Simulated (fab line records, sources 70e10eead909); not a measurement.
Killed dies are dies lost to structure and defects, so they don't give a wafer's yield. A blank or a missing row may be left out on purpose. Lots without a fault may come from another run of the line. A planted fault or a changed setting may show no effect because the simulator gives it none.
Which tool did it? | flow nand_harc | 13 lots, 39 wafers sampled, at 6 steps of a route of 1302

WHAT THE GAUGES READ, wafer by wafer
NHARC_P_GATE_INSPECT_68.
lot  | measured     | on                | raw_defect_count
L720 | day 5 20:26  | defect_inspect-02 | 120 134 170
L722 | day 6 12:37  | defect_inspect-02 | 254 187 113
L724 | day 7 09:55  | defect_inspect-01 | 230 190 304
L726 | day 8 10:13  | defect_inspect-01 | 164 145 203
L727 | day 8 14:25  | defect_inspect-02 | 87 98 144
L728 | day 9 14:07  | defect_inspect-02 | 695 776 696
L729 | day 9 18:03  | defect_inspect-02 | 258 150 227
L730 | day 10 02:43 | defect_inspect-01 | 593 657 624
L737 | day 12 20:59 | defect_inspect-02 | 191 157 217
L738 | day 13 16:38 | defect_inspect-02 | 302 204 206
L741 | day 14 19:08 | defect_inspect-02 | 150 398 203
L742 | day 14 19:29 | defect_inspect-02 | 276 626 216
L743 | day 15 11:25 | defect_inspect-01 | 177 206 159

NHARC_P_CONTACT_CD_MEAS_12: target cd 90 nm.
lot  | measured     | on        | cd_nm (nm)
L720 | day 5 21:56  | cd_sem-01 | 90.3 91.1 90.1
L722 | day 6 14:17  | cd_sem-03 | 90.5 89.7 90.8
L724 | day 7 11:31  | cd_sem-03 | 89.8 89.6 89.8
L726 | day 8 11:50  | cd_sem-02 | 89.2 89.6 90.3
L727 | day 8 16:19  | cd_sem-01 | 90.5 89.8 90.1
L728 | day 9 15:44  | cd_sem-03 | 89.7 89.9 89.1
L729 | day 9 19:40  | cd_sem-01 | 90.1 90.3 90.3
L730 | day 10 04:20 | cd_sem-03 | 89.3 90.6 90.5
L737 | day 12 22:37 | cd_sem-03 | 90.3 90.5 90.2
L738 | day 13 18:14 | cd_sem-03 | 89.9 89.6 90.9
L741 | day 14 21:10 | cd_sem-01 | 90.5 90.6 90.5
L742 | day 14 21:21 | cd_sem-03 | 89.6 89.7 90.6
L743 | day 15 13:02 | cd_sem-03 | 90.9 90.0 90.2

NHARC_END_SORT_01.
lot  | measured     | on        | killed_at_array | killed_at_other | killed_at_periphery | killed_dies | killed_open | killed_short
L728 | day 28 05:53 | prober-02 | 63 76 74        | 0 0 1           | 77 80 74            | 140 156 149 | 6 1 3       | 5 2 1
L729 | day 28 06:41 | prober-01 | 35 38 42        | 2 3 4           | 1 3 1               | 38 44 47    | 0 0 2       | 0 1 1
L730 | day 28 14:26 | prober-02 | 74 71 40        | 1 0 0           | 80 81 81            | 155 152 121 | 4 4 2       | 5 4 1

WHICH TOOL RAN EACH LOT (tool, then ch and the chambers of the sampled wafers, then the start)
lot  | NHARC_P_GATE_PRECLEAN_97            | NHARC_P_GATE_STRIP_76                | NHARC_P_GATE_STRIP_113
L720 | wet_bench-05 ch 3,4,6, day 5 13:01  | plasma_asher-01 ch 0,1, day 5 16:24  | plasma_asher-01 ch 0,1, day 5 17:52
L722 | wet_bench-06 ch 5,6,7, day 6 05:11  | plasma_asher-02 ch 0,1, day 6 08:37  | plasma_asher-02 ch 0,1, day 6 10:10
L724 | wet_bench-06 ch 1,2,6, day 7 02:22  | plasma_asher-02 ch 0,1, day 7 05:54  | plasma_asher-02 ch 0,1, day 7 07:23
L726 | wet_bench-05 ch 3,5,6, day 8 02:56  | plasma_asher-02 ch 0,1, day 8 06:18  | plasma_asher-02 ch 0,1, day 8 07:41
L727 | wet_bench-05 ch 3,4,5, day 8 07:11  | plasma_asher-02 ch 0,1, day 8 10:34  | plasma_asher-01 ch 0,1, day 8 12:00
L728 | wet_bench-05 ch 2,4,5, day 9 07:01  | plasma_asher-02 ch 0,1, day 9 10:15  | plasma_asher-01 ch 0,1, day 9 11:34
L729 | wet_bench-06 ch 1,2,4, day 9 10:47  | plasma_asher-01 ch 0,1, day 9 14:04  | plasma_asher-02 ch 0,1, day 9 15:38
L730 | wet_bench-05 ch 0,1,2, day 9 19:11  | plasma_asher-01 ch 1, day 9 22:34    | plasma_asher-02 ch 0,1, day 10 00:02
L737 | wet_bench-06 ch 1,3,5, day 12 13:55 | plasma_asher-01 ch 0,1, day 12 17:08 | plasma_asher-02 ch 0,1, day 12 18:35
L738 | wet_bench-05 ch 0,1,7, day 13 09:30 | plasma_asher-01 ch 0,1, day 13 12:46 | plasma_asher-02 ch 1, day 13 14:13
L741 | wet_bench-01 ch 3,6,7, day 14 11:47 | plasma_asher-02 ch 0,1, day 14 15:10 | plasma_asher-02 ch 0,1, day 14 16:50
L742 | wet_bench-06 ch 1,2,4, day 14 12:07 | plasma_asher-01 ch 0,1, day 14 15:29 | plasma_asher-01 ch 0,1, day 14 16:55
L743 | wet_bench-01 ch 3,5,7, day 15 04:17 | plasma_asher-02 ch 0,1, day 15 07:27 | plasma_asher-02 ch 0,1, day 15 08:46
- NHARC_P_GATE_PRECLEAN_97: cleans in SPM, time 600 s.
- NHARC_P_GATE_STRIP_76: strips in O2.
- NHARC_P_GATE_STRIP_113: strips in N2/H2, time 740 s.

WHAT THE TOOLS THEMSELVES READ (means of the sampled wafers that have a number; where no wafer has one, the mark that the record gives instead)
NHARC_P_GATE_STRIP_76.
lot  | tool            | drypump_motor_current_A (A) | heater_power_w (W)
L720 | plasma_asher-01 | 5.8                         | 341
L722 | plasma_asher-02 | 4.9                         | 344
L724 | plasma_asher-02 | 4.9                         | 344
L726 | plasma_asher-02 | 5.1                         | 335
L727 | plasma_asher-02 | 5.1                         | 336
L728 | plasma_asher-02 | 4.9                         | 348
L729 | plasma_asher-01 | 6.0                         | 356
L730 | plasma_asher-01 | 6.2                         | 364
L737 | plasma_asher-01 | 6.0                         | 354
L738 | plasma_asher-01 | 6.0                         | 356
L741 | plasma_asher-02 | 5.1                         | 348
L742 | plasma_asher-01 | 5.9                         | 345
L743 | plasma_asher-02 | 4.9                         | 355

NHARC_P_GATE_STRIP_113.
lot  | tool            | drypump_motor_current_A (A) | heater_power_w (W)
L720 | plasma_asher-01 | 6.0                         | 94
L722 | plasma_asher-02 | 4.9                         | 94
L724 | plasma_asher-02 | 5.1                         | 89
L726 | plasma_asher-02 | 5.1                         | 90
L727 | plasma_asher-01 | 5.8                         | 92
L728 | plasma_asher-01 | 6.0                         | 94
L729 | plasma_asher-02 | 5.1                         | 90
L730 | plasma_asher-02 | 5.1                         | 89
L737 | plasma_asher-02 | 5.1                         | 95
L738 | plasma_asher-02 | 5.2                         | 94
L741 | plasma_asher-02 | 5.1                         | 96
L742 | plasma_asher-01 | 5.9                         | 91
L743 | plasma_asher-02 | 5.1                         | 93

THE ANSWER, worked out from the rows above alone
Rule: what is usual is taken from the lots themselves. Put in order of their means at a reading, lots are off if they are a third of the lots or fewer, leave a main group of 4 or more, and stand apart from it by a gap of 3 or more times the standard deviation of the main group's means; of several such gaps the widest counts. A main group whose means are all the same, to the digits that the tables above print for the reading, isn't used. A lot without any number at a reading at which 4 lots or more have one is off too. The other lots that the step has rows for count as sound. The gauges are gone through in route order, then the tools' own readings, and for those a lot's mean is taken as printed above. The first step at which some lot is off is used, and at that step the reading that is off furthest; a lot without a number counts as furthest.
Off: L728, L730, at NHARC_P_GATE_INSPECT_68 (raw_defect_count). The main group: mean 208, standard deviation 66.
A tool fits if, at a process step before that reading, it ran every lot that is off, and no sound lot after the first of them. The gauges at NHARC_P_GATE_INSPECT_68 are tried like those tools. None of those tried fits.

WHAT THE SIMULATOR HAD PUT IN
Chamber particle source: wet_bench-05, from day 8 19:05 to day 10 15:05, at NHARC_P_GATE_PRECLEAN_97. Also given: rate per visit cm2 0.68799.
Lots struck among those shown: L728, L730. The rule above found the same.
